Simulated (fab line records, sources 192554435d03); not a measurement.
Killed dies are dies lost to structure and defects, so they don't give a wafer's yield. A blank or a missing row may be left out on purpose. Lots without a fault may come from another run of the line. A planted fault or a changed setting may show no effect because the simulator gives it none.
Chamber matching | flow n5_finfet | N5_GATE_CUT_DESCUM_18 on rie_diel-05: 4 sister chambers
The step chemistry O2, time 7 s. 14 wafers are shown with their chamber, then 7 later ones without.

WAFERS WITH THEIR CHAMBER
wafer  | chamber | throttle_valve_pct (%) | showerhead_plenum_p_Torr (Torr) | oes_product_au (a.u.)
L075.1 | 2       | 20.01                  | 2.15                            | 0.96
L075.2 | 1       | 20.69                  | 1.96                            | 0.83
L075.4 | 0       | 20.58                  | 1.99                            | 0.72
L081.3 | 2       | 20.02                  | 2.15                            | 0.92
L081.5 | 3       | 20.24                  | 2.00                            | 0.75
L081.6 | 0       | 20.60                  | 1.99                            | 0.71
L087.1 | 2       | 20.03                  | 2.15                            | 0.89
L087.3 | 3       | 20.26                  | 2.00                            | 0.74
L087.4 | 0       | 20.61                  | 1.99                            | 0.70
L088.1 | 2       | 20.04                  | 2.14                            | 0.89
L088.4 | 0       | 20.61                  | 1.98                            | 0.70
L088.5 | 2       | 20.04                  | 2.14                            | 0.90
L089.1 | 2       | 20.04                  | 2.14                            | 0.88
L089.2 | 3       | 20.26                  | 2.00                            | 0.73

SIGNATURES (means of the wafers above)
reading                  | chamber 0 | chamber 1 | chamber 2 | chamber 3 | scatter within a chamber
throttle_valve_pct       | 20.6000   | 20.6900   | 20.0300   | 20.2533   | 0.0129
showerhead_plenum_p_Torr | 1.9875    | 1.9600    | 2.1450    | 2.0000    | 0.00474
oes_product_au           | 0.7075    | 0.8300    | 0.9067    | 0.7400    | 0.0219
Rule: a wafer's distance from a chamber is the root of the sum, over the readings, of the square of ((its reading less the chamber's mean) divided by the reading's scatter). The wafer belongs to the nearest chamber; if the next one is less than 2 further off, it can't be placed. The scatter: the root of (the sum of the squares of (reading less its chamber's mean) over the shown wafers, divided by (wafers less chambers)).

WAFERS WITHOUT THEIR CHAMBER
wafer  | throttle_valve_pct (%) | showerhead_plenum_p_Torr (Torr) | oes_product_au (a.u.)
L089.6 | 20.62                  | 1.98                            | 0.70
L092.2 | 20.63                  | 1.98                            | 0.70
L092.4 | 20.27                  | 1.99                            | 0.73
L092.5 | 20.05                  | 2.14                            | 0.88
L095.3 | 20.64                  | 1.98                            | 0.68
L095.5 | 20.07                  | 2.14                            | 0.87
L095.6 | 20.63                  | 1.98                            | 0.69

WHICH CHAMBER EACH WENT THROUGH
wafer  | from the rows above | in truth
L089.6 | 0                   | 0
L092.2 | 0                   | 0
L092.4 | 3                   | 3
L092.5 | 2                   | 2
L095.3 | 0                   | 0
L095.5 | 2                   | 2
L095.6 | 0                   | 0
Placed correctly: 7 of 7. Can't be placed from these rows: 0. Placed wrongly: 0.
